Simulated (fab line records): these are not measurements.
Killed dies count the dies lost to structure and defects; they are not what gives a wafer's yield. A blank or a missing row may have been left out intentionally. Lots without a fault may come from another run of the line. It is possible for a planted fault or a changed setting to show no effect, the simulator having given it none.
Which tool was responsible? + flow n5 finfet + 12 lots, 36 wafers sampled, at 2 steps of a route of 1938

WHAT EACH GAUGE READ, for each wafer
N5_BEOL_M3_RS_MEAS_58: the measuring method here is four-point-probe.
| lot  | measured     | on            | M3_RS (ohm/sq) |
|------|--------------|---------------|----------------|
| L075 | day 7 14:37  | film metro-01 | 0.70 0.67 0.64 |
| L077 | day 8 08:35  | film metro-01 | 0.66 0.63 0.64 |
| L079 | day 8 13:16  | film metro-01 | 0.66 0.63 0.63 |
| L081 | day 9 16:56  | film metro-01 | 0.68 0.77 0.70 |
| L082 | day 10 04:15 | film metro-02 | 0.76 0.70 0.77 |
| L085 | day 11 00:00 | film metro-02 | 0.69 0.72 0.68 |
| L087 | day 11 03:18 | film metro-01 | 0.71 0.71 0.66 |
| L089 | day 11 08:19 | film metro-02 | 0.62 0.68 0.61 |
| L091 | day 11 18:13 | film metro-02 | 0.71 0.65 0.76 |
| L093 | day 12 13:23 | film metro-02 | 0.68 0.60 0.67 |
| L095 | day 13 06:23 | film metro-02 | 0.67 0.62 0.57 |
| L097 | day 13 15:11 | film metro-02 | 0.66 0.66 0.65 |

EACH LOT AND THE TOOL THAT RAN IT (in order: tool; ch and the chambers of the sampled wafers; start)
| lot  | N5_BEOL_M3_DEP_57               |
|------|---------------------------------|
| L075 | pecvd-01 ch 1,2, day 7 14:33    |
| L077 | pecvd-02 ch 1,2, day 8 08:32    |
| L079 | pecvd-03 ch 0,2, day 8 13:12    |
| L081 | pecvd-03 ch 0,1, day 9 16:53    |
| L082 | pecvd-02 ch 0,1, day 10 04:11   |
| L085 | pecvd-02 ch 0,1, day 10 23:56   |
| L087 | pecvd-02 ch 0,1,2, day 11 03:14 |
| L089 | pecvd-02 ch 0,1,2, day 11 08:14 |
| L091 | pecvd-02 ch 1,2, day 11 18:10   |
| L093 | pecvd-01 ch 0,1,2, day 12 13:19 |
| L095 | pecvd-03 ch 1,2, day 13 06:19   |
| L097 | pecvd-01 ch 1,2, day 13 15:08   |
- N5_BEOL_M3_DEP_57: deposits SiCN from 3MS/NH3, target thk 8 nm, time 14 s.

THE ANSWER, worked out from the rows above alone
Rule: the usual values come from the lots themselves. Put in order of their means at a reading, lots are off if they are a third of the lots or fewer, leave a main group of 4 or more, and stand apart from it by a gap of 3 or more times the standard deviation of the main group's means; of several such gaps the widest counts. If all means in a main group match to the digits the tables above print for the reading, that group is not used. A lot without any number at a reading at which 4 lots or more have one is off too. Where the step has rows for the other lots, those lots are counted as sound.
No lot is off at any reading shown: from this, nothing can be told.

WHAT THE SIMULATOR PUT IN
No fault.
